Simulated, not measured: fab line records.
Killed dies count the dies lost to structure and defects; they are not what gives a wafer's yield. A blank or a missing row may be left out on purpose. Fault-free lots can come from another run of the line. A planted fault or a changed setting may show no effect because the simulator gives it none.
Which of the tools did it? | flow n5 finfet | 12 lots, 31 wafers sampled, at 5 steps of a route of 1938

## WHAT THE GAUGES SHOWED, per wafer
No reading from a measuring or inspecting step in the record can be judged against a usual standard deviation.

## EACH LOT AND THE TOOL THAT RAN IT (in order: tool; ch and the chambers of the sampled wafers; start)
lot  | N5_BEOL_M9_TRENCH_ETCH_37                     | N5_BEOL_M9_DEGAS_44          | N5_BEOL_M9_ALD_74                   | N5_BEOL_M9_ANNEAL_51             | N5_PASSIVATION_PROBE_49
L115 | rie diel-01 ch 0,1, day 10 09:52 or earlier   | pvd sputter-01, day 10 09:52 | ald metal-04 ch 0,1,2, day 10 10:01 | rtp anneal-02 ch 0, day 10 11:20 | -
L118 | rie diel-01 ch 0,2, day 11 06:16 or earlier   | pvd sputter-03, day 11 06:16 | ald metal-04 ch 0,1,2, day 11 06:23 | rtp anneal-02 ch 0, day 11 07:16 | prober-01, day 13 20:46
L121 | rie diel-06 ch 1,2, day 12 03:04 or earlier   | pvd sputter-02, day 12 03:04 | ald metal-03 ch 2,3, day 12 03:10   | rtp anneal-02 ch 0, day 12 03:58 | -
L119 | rie diel-05 ch 1,2, day 12 05:41 or earlier   | pvd sputter-03, day 12 05:41 | ald metal-02 ch 0,1, day 12 05:58   | rtp anneal-02 ch 0, day 12 07:01 | -
L124 | rie diel-06 ch 3, day 12 21:43 or earlier     | pvd sputter-02, day 12 21:43 | ald metal-02 ch 0,1, day 12 21:49   | rtp anneal-02 ch 0, day 12 22:56 | -
L125 | rie diel-01 ch 1,2,3, day 12 21:26 or earlier | pvd sputter-02, day 12 21:26 | ald metal-02 ch 0,1,2, day 12 21:32 | rtp anneal-01 ch 0, day 12 22:26 | -
L123 | rie diel-01 ch 0,1, day 12 22:19 or earlier   | pvd sputter-02, day 12 22:19 | ald metal-02 ch 0,1,3, day 12 22:25 | rtp anneal-01 ch 0, day 13 00:32 | -
L126 | rie diel-01 ch 0,1, day 13 04:11 or earlier   | pvd sputter-01, day 13 04:11 | ald metal-02 ch 1,3, day 13 04:26   | rtp anneal-02 ch 0, day 13 05:50 | -
L127 | rie diel-05 ch 0,1,2, day 13 03:59 or earlier | pvd sputter-01, day 13 03:59 | ald metal-02 ch 1,3, day 13 04:08   | rtp anneal-02 ch 0, day 13 05:37 | -
L134 | rie diel-05 ch 0,1,2, day 15 05:49 or earlier | pvd sputter-03, day 15 05:49 | ald metal-03 ch 0,1, day 15 06:01   | rtp anneal-02 ch 0, day 15 07:03 | -
L135 | rie diel-01 ch 0,2, day 15 11:44 or earlier   | pvd sputter-02, day 15 11:44 | ald metal-03 ch 0,1,2, day 15 11:50 | rtp anneal-02 ch 0, day 15 12:53 | -
L136 | rie diel-06 ch 2, day 16 09:34 or earlier     | pvd sputter-01, day 16 09:34 | ald metal-04 ch 0,3, day 16 09:40   | rtp anneal-01 ch 0, day 16 12:02 | -
- N5_BEOL_M9_TRENCH_ETCH_37: etches SiCOH lowk in C4F6/O2, target depth 151.43 nm, time 49 s.
- N5_BEOL_M9_DEGAS_44: time 60 s.
- N5_BEOL_M9_ALD_74: deposits TaN, target thk 2 nm, pulse time 2 s, purge time 3 s.
- N5_BEOL_M9_ANNEAL_51: time 90 s.
- N5_PASSIVATION_PROBE_49

## WHAT THE TOOLS THEMSELVES READ (means of the sampled wafers that have a number; where no wafer has one, the mark that the record gives instead)
N5_BEOL_M9_TRENCH_ETCH_37. Usual: chamber pressure mTorr 29.999 mTorr, standard deviation 0.028; drypump motor current A 5.6 A, standard deviation 0.31; oes product au 0.79 a.u., standard deviation 0.09; rf vpp V 664 V, standard deviation 10; showerhead plenum p Torr 2.86 Torr, standard deviation 0.06; throttle valve pct 20.87 %, standard deviation 0.16.
lot  | tool        | chamber pressure mTorr (mTorr) | drypump motor current A (A) | oes product au (a.u.) | rf vpp V (V) | showerhead plenum p Torr (Torr) | throttle valve pct (%) | flag
L115 | rie diel-01 | 30.012                         | 6.1                         | 0.80                  | 661          | 2.88                            | 20.92                  |
L118 | rie diel-01 | 30.038                         | 5.6                         | 0.72                  | 662          | 2.83                            | 20.87                  |
L121 | rie diel-06 | 29.983                         | 5.4                         | 0.79                  | 654          | 2.87                            | 20.89                  |
L119 | rie diel-05 | 30.001                         | 5.4                         | 0.81                  | 680          | 2.86                            | 20.77                  |
L124 | rie diel-06 | 30.002                         | 5.3                         | 0.80                  | 655          | 2.75                            | 20.96                  |
L125 | rie diel-01 | 29.985                         | 5.7                         | 0.89                  | 672          | 2.87                            | 20.76                  |
L123 | rie diel-01 | 29.985                         | 6.1                         | 0.87                  | 661          | 2.87                            | 20.83                  |
L126 | rie diel-01 | 30.020                         | 6.0                         | 0.88                  | 664          | 2.88                            | 20.85                  |
L127 | rie diel-05 | 30.012                         | 5.6                         | 0.77                  | 676          | 2.89                            | 20.84                  |
L134 | rie diel-05 | 30.005                         | 5.7                         | 0.75                  | 676          | 2.88                            | 20.88                  |
L135 | rie diel-01 | 29.995                         | 5.8                         | 0.84                  | 658          | 2.83                            | 20.79                  |
L136 | rie diel-06 | 29.981                         | 5.6                         | 0.67                  | 650          | 2.81                            | 21.16                  |

N5_BEOL_M9_DEGAS_44. Usual: heater power w 326 W, standard deviation 45.
lot  | tool           | heater power w (W) | flag
L115 | pvd sputter-01 | 304                |
L118 | pvd sputter-03 | 379                |
L121 | pvd sputter-02 | 326                |
L119 | pvd sputter-03 | 392                |
L124 | pvd sputter-02 | 368                |
L125 | pvd sputter-02 | 364                |
L123 | pvd sputter-02 | 338                |
L126 | pvd sputter-01 | 302                |
L127 | pvd sputter-01 | 281                |
L134 | pvd sputter-03 | 370                |
L135 | pvd sputter-02 | 365                |
L136 | pvd sputter-01 | 310                |

N5_BEOL_M9_ALD_74. Usual: chamber pressure Torr 3.001 Torr, standard deviation 0.0067; heater power w 419 W, standard deviation 36.
lot  | tool         | chamber pressure Torr (Torr) | heater power w (W) | flag
L115 | ald metal-04 | 3.004                        | 410                |
L118 | ald metal-04 | 3.005                        | 404                |
L121 | ald metal-03 | 2.997                        | 462                |
L119 | ald metal-02 | 3.003                        | 434                |
L124 | ald metal-02 | 3.005                        | 418                |
L125 | ald metal-02 | 3.008                        | 430                |
L123 | ald metal-02 | 3.006                        | 421                |
L126 | ald metal-02 | 3.006                        | 426                |
L127 | ald metal-02 | 3.003                        | 417                |
L134 | ald metal-03 | 2.995                        | 434                |
L135 | ald metal-03 | 3.003                        | 456                |
L136 | ald metal-04 | 3.001                        | 376                |

N5_BEOL_M9_ANNEAL_51. Usual: wafer_temp_C_max 225.80, standard deviation 0.21.
lot  | tool          | wafer_temp_C_max | flag
L115 | rtp anneal-02 | 225.70           |
L118 | rtp anneal-02 | 225.79           |
L121 | rtp anneal-02 | 225.61           |
L119 | rtp anneal-02 | 225.73           |
L124 | rtp anneal-02 | 225.80           |
L125 | rtp anneal-01 | 225.71           |
L123 | rtp anneal-01 | 225.75           |
L126 | rtp anneal-02 | 225.90           |
L127 | rtp anneal-02 | 225.85           |
L134 | rtp anneal-02 | 225.67           |
L135 | rtp anneal-02 | 225.67           |
L136 | rtp anneal-01 | 225.75           |

N5_PASSIVATION_PROBE_49. Usual: defect limited yield 91.7 %, standard deviation 1.7; killed_at_M0_to_M3 34, standard deviation 10; killed_at_M4_up 13, standard deviation 5.1; killed at contacts 12, standard deviation 6.2; killed at front end 36, standard deviation 12; killed at other 3.2, standard deviation 2.6; killed dies 98, standard deviation 20; killed on rim 13, standard deviation 4.5; killed open 65, standard deviation 13; killed short 32, standard deviation 8.4; sort_bin_5_function 4.8 %, standard deviation 1.1; sort_bin_6_memory 3.2 %, standard deviation 0.74; sort_bin_8_speed 0.00 %, standard deviation 0.012; sort n pass 1082, standard deviation 20; sort yield pct 91.7 %, standard deviation 1.7.
lot  | tool      | defect limited yield (%) | killed_at_M0_to_M3 | killed_at_M4_up | killed at contacts | killed at front end | killed at other | killed dies | killed on rim | killed open | killed short | sort_bin_5_function (%) | sort_bin_6_memory (%) | sort_bin_8_speed (%) | sort n pass | sort yield pct (%) | flag
L118 | prober-01 | 92.1                     | 41                 | 17              | 9                  | 25                  | 0.7             | 93          | 9             | 63          | 28           | 4.9                     | 2.7                   | 0.00                 | 1087        | 92.1               |

## THE ANSWER, worked out from the rows above alone
Rule: a lot is off if the mean of its wafers that have a number lies more than 3 standard deviations from the usual mean. Also off: a lot with no number at a reading for which 4 or more lots have one. The other lots that the step has rows for count as sound. First the gauges in route order, then the tools' own readings, where a lot's mean is used as printed above. At the first step where some lot is off, the reading lying furthest off is the one used; lots without a number count as furthest.
Nothing can be told from this: no lot is off at any reading shown.

## WHAT THE SIMULATOR PUT IN
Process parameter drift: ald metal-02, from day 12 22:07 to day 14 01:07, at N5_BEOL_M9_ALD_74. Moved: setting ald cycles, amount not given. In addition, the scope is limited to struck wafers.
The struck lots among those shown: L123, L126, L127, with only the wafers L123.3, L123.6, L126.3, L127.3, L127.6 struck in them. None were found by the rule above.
